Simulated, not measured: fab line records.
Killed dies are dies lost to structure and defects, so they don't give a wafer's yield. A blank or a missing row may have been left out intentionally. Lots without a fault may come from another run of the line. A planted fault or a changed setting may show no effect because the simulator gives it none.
fab line records	flow nandHarc	part 1 of 2: steps 1 to 32 of 41
[record] lots = 5	wafers = 15	lastDay = 32
route steps=1302 shown A_STAIRCASE@752
lots that met no fault: taken from a fault-free run of the same line
startH: start of the lot's first displayed wafer, in hours after the record's first day	waitH: hours elapsed since this lot's preceding step	" the same as in the row above	L1.1+2: a single row standing in for several wafers	- no value, or no start given	* or withheld: withheld	< > ~ a bound
route shown NAME@n: NAME is a module with steps in the file, n the number in the route of the first one	usual: mean/standard deviation of fault-free wafers	same: alike in all rows	chamber/n: place in a boat	sites: readings site by site	_std_site: the standard deviation of these	_edge_site: outer sites' mean less inner sites'	radiusMm: for every site, how far away it sits from the centre of the wafer	mask NAME#n: copy n	behind: the most recent tool/chamber to have shaped the wafer	hold: the reason the lot was held/the length of the hold in hours/how it ended	device: which transistor (n, p or np) failed to switch	end of line: tests of these same wafers at the route's end	a step with no rows: only its recipe	killed: the dies lost at the first sort to structure and to defects; this is not the yield of the wafer	map: per-die view of a wafer (x killed, . not killed, _ where there is no die)
set.NAME: the run value of the setting; set.NAME@STEP: its run value at that earlier step	model.NAME: the simulator's own value behind a step, which no gauge read
lots seen at some steps along the route; tables by step, rows by wafer
services: a tool's chamber out of use, with start hour (startH, from the record's first day; less than 0 if before it), hours out, and reason
[[steps]]
[step NHARC_A_STAIRCASE_STRIP_238]
[recipe] powerW = 1500	tempC = 250	chemistry = O2
[usual] drypumpMotorCurrentA = 5.7/0.64	heaterPowerW = 340/13
lot.wafer	tool	chamber	startH	waitH	drypumpMotorCurrentA	heaterPowerW	rfHoursCounterH
L076.1	plasmaAsher-02	1	396.70	0.1	6.4	326	27
L076.4	"	0	"	"	4.8	339	-
L076.6	"	1	"	"	6.4	325	-
L078.1	plasmaAsher-01	1	423.76	0.1	6.2	357	16
L078.4	"	1	"	"	6.2	351	-
L078.5	"	0	"	"	5.5	332	-
L089.4	plasmaAsher-01	1	509.64	0.2	6.2	360	-
L089.5	"	1	"	"	6.2	353	-
L089.6	"	0	"	"	5.5	330	-
L094.1	plasmaAsher-02	1	557.70	0.1	6.4	326	23
L094.4	"	1	"	"	6.4	330	-
L094.6	"	1	"	"	6.4	318	-
L095.4	plasmaAsher-02	1	587.51	0.2	6.4	321	-
L095.6	"	0	"	"	4.9	360	-
L095.5	"	1	"	"	6.4	333	-
[step NHARC_A_STAIRCASE_STRIP_239]
[recipe] timeS = 900	tempC = 130	chemistry = SPM
lot.wafer	tool	chamber	startH	waitH
L076.4+1+6	wetBench-05	1,3,4	397.04	0.2
L078.4+1+5	wetBench-05	7,1,2	424.08	0.2
L089.4+5+6	wetBench-03	0,1,2	509.89	0.2
L094.6+1+4	wetBench-03	0,2,3	558.06	0.1
L095.4+5+6	wetBench-02	4,5,0	587.71	0.2
[step NHARC_A_STAIRCASE_PRECLEAN_240]
[recipe] timeS = *	tempC = 50	bathAgeMin = 0	chemistry = SC1
lot.wafer	tool	chamber	startH	waitH
L076.4+1+6	wetBench-05	1,3,4	-	-
L078.4+1+5	wetBench-05	7,1,2	-	-
L089.4+5+6	wetBench-03	0,1,2	-	-
L094.6+1+4	wetBench-03	0,2,3	-	-
L095.4+5+6	wetBench-02	4,5,0	-	-
[step NHARC_A_STAIRCASE_SRD_241]
lot.wafer	tool	chamber	startH	waitH
L076.4+1+6	wetBench-05	1,3,4	-	-
L078.4+1+5	wetBench-05	7,1,2	-	-
L089.4+5+6	wetBench-03	0,1,2	-	-
L094.6+1+4	wetBench-03	0,2,3	-	-
L095.4+5+6	wetBench-02	4,5,0	-	-
[step NHARC_A_STAIRCASE_DEHYDRATE_242]
[recipe] tempC = 150	timeS = 120
lot.wafer	tool	chamber	startH	waitH
L076.1+4+6	lithoTrack-02	0	397.50	-
L078.1+4+5	lithoTrack-03	0	424.52	-
L089.4+5+6	lithoTrack-05	0	510.36	-
L094.1+4+6	lithoTrack-03	0	558.59	-
L095.4+5+6	lithoTrack-05	0	588.17	-
[step NHARC_A_STAIRCASE_HMDS_243]
[recipe] timeS = 30
lot.wafer	tool	chamber	startH	waitH
L076.1+4+6	lithoTrack-02	0	-	-
L078.1+4+5	lithoTrack-03	0	-	-
L089.4+5+6	lithoTrack-05	0	-	-
L094.1+4+6	lithoTrack-03	0	-	-
L095.4+5+6	lithoTrack-05	0	-	-
[step NHARC_A_STAIRCASE_COAT_244]
[recipe] spinRpm = 1200
lot.wafer	tool	chamber	startH	waitH
L076.1+4+6	lithoTrack-02	0	-	-
L078.1+4+5	lithoTrack-03	0	-	-
L089.4+5+6	lithoTrack-05	0	-	-
L094.1+4+6	lithoTrack-03	0	-	-
L095.4+5+6	lithoTrack-05	0	-	-
[step NHARC_A_STAIRCASE_SOFTBAKE_245]
[recipe] tempC = 135	timeS = 170
lot.wafer	tool	chamber	startH	waitH
L076.1+4+6	lithoTrack-02	0	-	-
L078.1+4+5	lithoTrack-03	0	-	-
L089.4+5+6	lithoTrack-05	0	-	-
L094.1+4+6	lithoTrack-03	0	-	-
L095.4+5+6	lithoTrack-05	0	-	-
[step NHARC_A_STAIRCASE_EBR_246]
lot.wafer	tool	chamber	startH	waitH
L076.1+4+6	lithoTrack-02	0	-	-
L078.1+4+5	lithoTrack-03	0	-	-
L089.4+5+6	lithoTrack-05	0	-	-
L094.1+4+6	lithoTrack-03	0	-	-
L095.4+5+6	lithoTrack-05	0	-	-
[step NHARC_A_STAIRCASE_EXPOSE_247]
[recipe] na = 0.5	doseMj = 25.34	maskId = SDS_1
lot.wafer	tool	chamber	startH	waitH	mask
L076.1+4+6	krfScanner-04	0	397.83	-	SDS_1#0
L078.1+4+5	krfScanner-03	0	424.85	-	SDS_1#0
L089.4+5+6	krfScanner-04	0	510.70	-	SDS_1#0
L094.1+4+6	krfScanner-04	0	558.92	-	SDS_1#0
L095.4+5+6	krfScanner-03	0	588.52	-	SDS_1#0
[step NHARC_A_STAIRCASE_PEB_248]
[recipe] pebTempC = 115	pebTimeS = 130
lot.wafer	tool	chamber	startH	waitH
L076.1+4+6	lithoTrack-05	0	397.89	0.1
L078.1+4+5	lithoTrack-05	0	424.92	0.1
L089.4+5+6	lithoTrack-02	0	510.76	0.0
L094.1+4+6	lithoTrack-05	0	558.99	0.1
L095.4+5+6	lithoTrack-02	0	588.57	0.0
[step NHARC_A_STAIRCASE_DEVELOP_249]
[recipe] timeS = 140
lot.wafer	tool	chamber	startH	waitH
L076.1+4+6	lithoTrack-05	0	-	-
L078.1+4+5	lithoTrack-05	0	-	-
L089.4+5+6	lithoTrack-02	0	-	-
L094.1+4+6	lithoTrack-05	0	-	-
L095.4+5+6	lithoTrack-02	0	-	-
[step NHARC_A_STAIRCASE_HARDBAKE_251]
[recipe] tempC = 120	timeS = 140
lot.wafer	tool	chamber	startH	waitH
L076.1+4+6	lithoTrack-05	0	398.11	-
L078.1+4+5	lithoTrack-03	0	425.14	-
L089.4+5+6	lithoTrack-05	0	510.99	-
L094.1+4+6	lithoTrack-02	0	559.21	-
L095.4+5+6	lithoTrack-02	0	588.80	-
[step NHARC_A_STAIRCASE_DESCUM_252]
[recipe] timeS = 3	o2FlowSccm = 200	arFlowSccm = 0	biasPowerW = 0	chemistry = O2
[usual] chamberPressureMTorr = 60.00/0.054	drypumpMotorCurrentA = 5.6/0.42	oesProductAu = 1.002/0.01	rfVppV = 57.7/0.85	showerheadPlenumPTorr = 1.86/0.062	throttleValvePct = 11.313/0.0087
lot.wafer	tool	chamber	startH	waitH	chamberPressureMTorr	drypumpMotorCurrentA	oesProductAu	rfHoursCounterH	rfVppV	showerheadPlenumPTorr	throttleValvePct
L076.1	rieDiel-08	3	398.20	-	59.95	5.9	0.991	8	56.4	1.88	11.321
L076.4	"	1	"	"	59.95	5.8	0.990	10	58.2	1.93	11.308
L076.6	"	3	"	"	59.98	5.8	0.988	-	58.3	1.88	11.305
L078.1	rieDiel-01	1	425.23	-	60.07	6.4	1.008	12	56.7	1.84	11.315
L078.4	"	3	"	"	59.87	5.9	0.990	9	57.2	1.84	11.304
L078.5	"	2	"	"	60.06	5.2	0.996	-	57.0	1.78	11.301
L089.4	rieDiel-01	0	511.07	-	59.95	4.9	1.009	38	57.4	1.81	11.307
L089.6	"	0	"	"	60.00	4.9	1.001	-	59.0	1.81	11.303
L089.5	"	1	"	"	60.00	6.4	1.014	-	57.4	1.83	11.312
L094.1	rieDiel-04	1	559.30	-	59.92	5.5	1.019	6	57.6	1.85	11.322
L094.4	"	0	"	"	60.04	5.1	1.017	7	56.7	2.01	11.316
L094.6	"	2	"	"	59.98	6.2	1.002	-	57.7	1.83	11.320
L095.4	rieDiel-04	0	588.89	-	60.04	5.1	1.010	17	59.8	2.01	11.295
L095.6	"	3	"	"	59.95	5.4	1.010	-	56.9	1.93	11.310
L095.5	"	0	"	"	60.10	5.1	0.997	-	59.2	2.01	11.323
[step NHARC_A_STAIRCASE_ETCH_253]
[recipe] targetDepthA = 500	timeS = 20.2	ionEnergyEv = 400	c4f8FlowSccm = 20	o2FlowSccm = 10	arFlowSccm = withheld	rfW = 600	biasW = 1000	chemistry = C4F8/O2
[usual] chamberPressureMTorr = 25.002/0.025	oesProductAu = 0.955/0.019	rfVppV = 892/4
lot.wafer	tool	chamber	startH	waitH	chamberPressureMTorr	oesProductAu	rfHoursCounterH	rfVppV
L076.4	rieDiel-08	1	398.30	0.1	24.993	0.966	10	897
L076.1	"	2	"	"	25.039	0.969	9	894
L076.6	"	0	"	"	25.026	0.965	-	887
L078.1	rieDiel-01	3	425.32	0.1	25.020	0.973	9	892
L078.4	"	1	"	"	24.949	0.974	12	891
L078.5	"	2	"	"	25.003	0.962	-	885
L089.4	rieDiel-01	2	511.16	0.1	24.983	0.953	42	887
L089.6	"	0	"	"	24.977	0.953	-	890
L089.5	"	1	"	"	25.024	0.959	-	891
L094.4	rieDiel-04	1	559.39	0.1	25.034	0.992	6	892
L094.1	"	3	"	"	25.026	0.989	7	898
L094.6	"	1	"	"	24.931	0.982	-	893
L095.4	rieDiel-04	0	588.97	0.1	24.962	0.964	17	901
L095.6	"	2	"	"	25.000	0.973	-	891
L095.5	"	3	"	"	25.019	0.960	-	897
[step NHARC_A_STAIRCASE_STRIP_254]
[recipe] powerW = 1500	tempC = 250	chemistry = O2
[usual] drypumpMotorCurrentA = 5.7/0.67	heaterPowerW = 339/14
lot.wafer	tool	chamber	startH	waitH	drypumpMotorCurrentA	heaterPowerW	rfHoursCounterH
L076.1	plasmaAsher-01	1	398.38	-	6.2	354	10
L076.4	"	0	"	"	5.5	325	-
L076.6	"	1	"	"	6.2	345	-
L078.1	plasmaAsher-02	0	425.45	-	4.8	342	35
L078.4	"	1	"	"	6.4	319	-
L078.5	"	1	"	"	6.3	317	-
L089.4	plasmaAsher-01	0	511.40	-	5.5	335	-
L089.6	"	1	"	"	6.2	366	-
L089.5	"	0	"	"	5.5	337	-
L094.1	plasmaAsher-02	0	559.53	-	4.8	351	23
L094.4	"	0	"	"	4.8	348	-
L094.6	"	1	"	"	6.4	332	-
L095.4	plasmaAsher-02	1	589.19	-	6.4	329	-
L095.6	"	0	"	"	4.8	352	-
L095.5	"	1	"	"	6.4	327	-
[step NHARC_A_STAIRCASE_STRIP_255]
[recipe] timeS = 900	tempC = 130	chemistry = SPM
lot.wafer	tool	chamber	startH	waitH
L076.4+1+6	wetBench-05	7,2,4	398.73	0.2
L078.5+1+4	wetBench-05	6,7,0	425.76	0.1
L089.6+4+5	wetBench-02	3,5,0	511.60	0.1
L094.6+1+4	wetBench-05	7,1,3	559.83	0.1
L095.6+4+5	wetBench-02	0,1,2	589.43	0.1
[step NHARC_A_STAIRCASE_PRECLEAN_256]
[recipe] timeS = *	tempC = 50	bathAgeMin = 0	chemistry = SC1
lot.wafer	tool	chamber	startH	waitH
L076.4+1+6	wetBench-05	7,2,4	-	-
L078.5+1+4	wetBench-05	6,7,0	-	-
L089.6+4+5	wetBench-02	3,5,0	-	-
L094.6+1+4	wetBench-05	7,1,3	-	-
L095.6+4+5	wetBench-02	0,1,2	-	-
[step NHARC_A_STAIRCASE_SRD_257]
lot.wafer	tool	chamber	startH	waitH
L076.4+1+6	wetBench-05	7,2,4	-	-
L078.5+1+4	wetBench-05	6,7,0	-	-
L089.6+4+5	wetBench-02	3,5,0	-	-
L094.6+1+4	wetBench-05	7,1,3	-	-
L095.6+4+5	wetBench-02	0,1,2	-	-
[step NHARC_A_STAIRCASE_HM_DEP_456]
[recipe] targetThkA = 31000	tempC = 400	material = aC
[usual] throttleValvePct = 34.999/0.0092
lot.wafer	tool	chamber	startH	waitH	throttleValvePct
L076.1	aclDep-03	0	403.90	-	34.996
L076.4	"	0	"	"	34.981
L076.6	"	0	"	"	34.996
L078.1	aclDep-03	0	429.59	-	35.003
L078.4	"	0	"	"	35.000
L078.5	"	0	"	"	34.995
L089.4	aclDep-02	0	515.90	-	34.998
L089.5	"	0	"	"	34.990
L089.6	"	0	"	"	35.000
L094.1	aclDep-03	0	566.71	-	35.003
L094.4	"	0	"	"	35.004
L094.6	"	0	"	"	34.977
L095.4	aclDep-01	0	590.78	-	35.014
L095.5	"	0	"	"	35.009
L095.6	"	0	"	"	34.986
[step NHARC_A_STAIRCASE_DEP_259]
[recipe] targetThkA = 300	targetThkNm = 30	tempC = 400	pressureTorr = 3.5	flowSccm = 200	rfW = 350	material = SiON
[usual] heaterPowerW = 731/73
lot.wafer	tool	chamber	startH	waitH	heaterPowerW
L076.1	pecvd-04	1	405.89	1.7	664
L076.6	"	0	"	"	647
L076.4	"	1	"	"	645
L078.1	pecvd-03	2	431.65	1.8	699
L078.5	"	1	"	"	813
L078.4	"	2	"	"	703
L089.6	pecvd-03	1	516.91	0.1	798
L089.4	"	2	"	"	638
L089.5	"	0	"	"	816
L094.1	pecvd-04	2	568.60	1.6	834
L094.4	"	2	"	"	828
L094.6	"	0	"	"	671
L095.4	pecvd-04	1	591.80	0.7	772
L095.6	"	1	"	"	766
L095.5	"	0	"	"	600
[step NHARC_A_STAIRCASE_DEHYDRATE_260]
[recipe] tempC = 150	timeS = 120
lot.wafer	tool	chamber	startH	waitH
L076.1+4+6	lithoTrack-05	0	406.11	0.2
L078.1+4+5	lithoTrack-05	0	431.89	0.2
L089.4+5+6	lithoTrack-03	0	517.10	0.1
L094.1+4+6	lithoTrack-03	0	568.89	0.3
L095.4+5+6	lithoTrack-02	0	592.07	0.2
[step NHARC_A_STAIRCASE_HMDS_261]
[recipe] timeS = 30
lot.wafer	tool	chamber	startH	waitH
L076.1+4+6	lithoTrack-05	0	-	-
L078.1+4+5	lithoTrack-05	0	-	-
L089.4+5+6	lithoTrack-03	0	-	-
L094.1+4+6	lithoTrack-03	0	-	-
L095.4+5+6	lithoTrack-02	0	-	-
[step NHARC_A_STAIRCASE_COAT_262]
[recipe] spinRpm = 1200
lot.wafer	tool	chamber	startH	waitH
L076.1+4+6	lithoTrack-05	0	-	-
L078.1+4+5	lithoTrack-05	0	-	-
L089.4+5+6	lithoTrack-03	0	-	-
L094.1+4+6	lithoTrack-03	0	-	-
L095.4+5+6	lithoTrack-02	0	-	-
[step NHARC_A_STAIRCASE_SOFTBAKE_263]
[recipe] tempC = 135	timeS = 170
lot.wafer	tool	chamber	startH	waitH
L076.1+4+6	lithoTrack-05	0	-	-
L078.1+4+5	lithoTrack-05	0	-	-
L089.4+5+6	lithoTrack-03	0	-	-
L094.1+4+6	lithoTrack-03	0	-	-
L095.4+5+6	lithoTrack-02	0	-	-
[step NHARC_A_STAIRCASE_EBR_264]
lot.wafer	tool	chamber	startH	waitH
L076.1+4+6	lithoTrack-05	0	-	-
L078.1+4+5	lithoTrack-05	0	-	-
L089.4+5+6	lithoTrack-03	0	-	-
L094.1+4+6	lithoTrack-03	0	-	-
L095.4+5+6	lithoTrack-02	0	-	-
[step NHARC_A_STAIRCASE_EXPOSE_265]
[recipe] na = 0.5	doseMj = 25.01	maskId = CHOP_200
lot.wafer	tool	chamber	startH	waitH	mask
L076.1+4+6	krfScanner-03	0	406.31	-	CHOP_200#0
L078.1+4+5	krfScanner-04	0	432.10	-	CHOP_200#0
L089.4+5+6	krfScanner-03	0	517.32	-	CHOP_200#0
L094.1+4+6	krfScanner-04	0	569.10	-	CHOP_200#0
L095.4+5+6	krfScanner-01	0	592.42	-	CHOP_200#0
[step NHARC_A_STAIRCASE_PEB_266]
[recipe] pebTempC = 115	pebTimeS = 130
lot.wafer	tool	chamber	startH	waitH
L076.1+4+6	lithoTrack-03	0	406.38	0.1
L078.1+4+5	lithoTrack-03	0	432.16	0.1
L089.4+5+6	lithoTrack-02	0	517.37	0.0
L094.1+4+6	lithoTrack-05	0	569.17	0.1
L095.4+5+6	lithoTrack-03	0	592.47	0.0
[step NHARC_A_STAIRCASE_DEVELOP_267]
[recipe] timeS = 140
lot.wafer	tool	chamber	startH	waitH
L076.1+4+6	lithoTrack-03	0	-	-
L078.1+4+5	lithoTrack-03	0	-	-
L089.4+5+6	lithoTrack-02	0	-	-
L094.1+4+6	lithoTrack-05	0	-	-
L095.4+5+6	lithoTrack-03	0	-	-
[step NHARC_A_STAIRCASE_HARDBAKE_269]
[recipe] tempC = 120	timeS = 140
lot.wafer	tool	chamber	startH	waitH
L076.1+4+6	lithoTrack-03	0	406.60	-
L078.1+4+5	lithoTrack-02	0	432.38	-
L089.4+5+6	lithoTrack-05	0	517.60	-
L094.1+4+6	lithoTrack-03	0	569.38	-
L095.4+5+6	lithoTrack-02	0	592.70	-
[step NHARC_A_STAIRCASE_DESCUM_270]
[recipe] timeS = 3	o2FlowSccm = 200	arFlowSccm = 0	biasPowerW = 0	chemistry = O2
[usual] chamberPressureMTorr = 60.00/0.059	drypumpMotorCurrentA = 5.6/0.37	oesProductAu = 1.003/0.01	rfVppV = 57.6/0.87	showerheadPlenumPTorr = 1.89/0.078	throttleValvePct = 11.309/0.0085
lot.wafer	tool	chamber	startH	waitH	chamberPressureMTorr	drypumpMotorCurrentA	oesProductAu	rfHoursCounterH	rfVppV	showerheadPlenumPTorr	throttleValvePct
L076.1	rieDiel-08	1	406.70	-	60.02	5.8	0.998	11	57.8	1.93	11.301
L076.4	"	2	"	"	60.05	5.9	0.979	10	57.9	1.87	11.300
L076.6	"	1	"	"	60.04	5.8	0.999	-	58.5	1.93	11.306
L078.1	rieDiel-08	0	432.48	-	60.01	5.3	0.997	16	57.5	1.79	11.306
L078.4	"	1	"	"	60.01	5.8	1.002	19	57.3	1.92	11.307
L078.5	"	3	"	"	59.99	5.9	0.998	-	57.4	1.87	11.301
L089.4	rieDiel-08	1	517.71	-	59.91	5.8	1.014	51	57.3	1.91	11.306
L089.6	"	2	"	"	59.96	5.9	0.998	-	58.8	1.86	11.297
L089.5	"	3	"	"	60.03	5.9	1.001	-	57.8	1.86	11.328
L094.1	rieDiel-04	0	569.50	-	60.04	5.1	1.018	10	57.2	2.01	11.315
L094.4	"	1	"	"	59.88	5.5	1.013	8	58.1	1.85	11.292
L094.6	"	3	"	"	59.98	5.5	1.015	-	57.5	1.93	11.319
L095.5	rieDiel-08	3	592.81	-	59.96	5.9	0.994	-	58.8	1.86	11.300
L095.4	"	0	"	"	59.99	5.2	0.993	-	56.0	1.77	11.312
L095.6	"	1	"	"	59.94	5.8	0.995	-	58.8	1.90	11.312
[step NHARC_A_STAIRCASE_ETCH_271]
[recipe] cf4FlowSccm = 100	chf3FlowSccm = 30	arFlowSccm = 0	rfW = 500	biasW = 200	chemistry = CF4/CHF3
[usual] chamberPressureMTorr = 24.999/0.024	drypumpMotorCurrentA = 5.6/0.38	oesProductAu = 0.947/0.022	rfVppV = 369.9/2	showerheadPlenumPTorr = 1.55/0.06	throttleValvePct = 16.802/0.0093
lot.wafer	tool	chamber	startH	waitH	chamberPressureMTorr	drypumpMotorCurrentA	oesProductAu	rfHoursCounterH	rfVppV	showerheadPlenumPTorr	throttleValvePct
L076.4	rieDiel-08	1	406.79	0.1	24.982	5.8	0.912	11	372.0	1.58	16.801
L076.1	"	3	"	"	25.012	5.8	0.917	9	370.2	1.54	16.801
L076.6	"	0	"	"	24.992	5.2	0.932	-	368.7	1.48	16.783
L078.1	rieDiel-08	1	432.58	0.1	25.009	5.8	0.912	19	370.2	1.58	16.805
L078.4	"	2	"	"	24.998	5.9	0.914	19	370.5	1.54	16.797
L078.5	"	0	"	"	25.035	5.3	0.923	-	369.3	1.48	16.794
L089.4	rieDiel-08	1	517.80	0.1	25.023	5.8	0.944	51	371.5	1.57	16.787
L089.6	"	3	"	"	25.036	5.8	0.951	-	370.4	1.53	16.808
L089.5	"	0	"	"	25.052	5.3	0.979	-	368.1	1.47	16.790
L094.4	rieDiel-04	3	569.59	0.1	25.013	5.4	0.940	10	370.4	1.59	16.789
L094.1	"	1	"	"	24.983	5.5	0.941	8	369.1	1.53	16.812
L094.6	"	2	"	"	24.993	6.1	0.921	-	368.3	1.51	16.786
L095.4	rieDiel-08	1	593.06	0.2	25.012	5.8	0.943	-	370.7	1.57	16.814
L095.6	"	3	"	"	25.037	5.9	0.933	-	367.8	1.53	16.807
L095.5	"	0	"	"	25.008	5.3	0.948	-	367.6	1.46	16.824
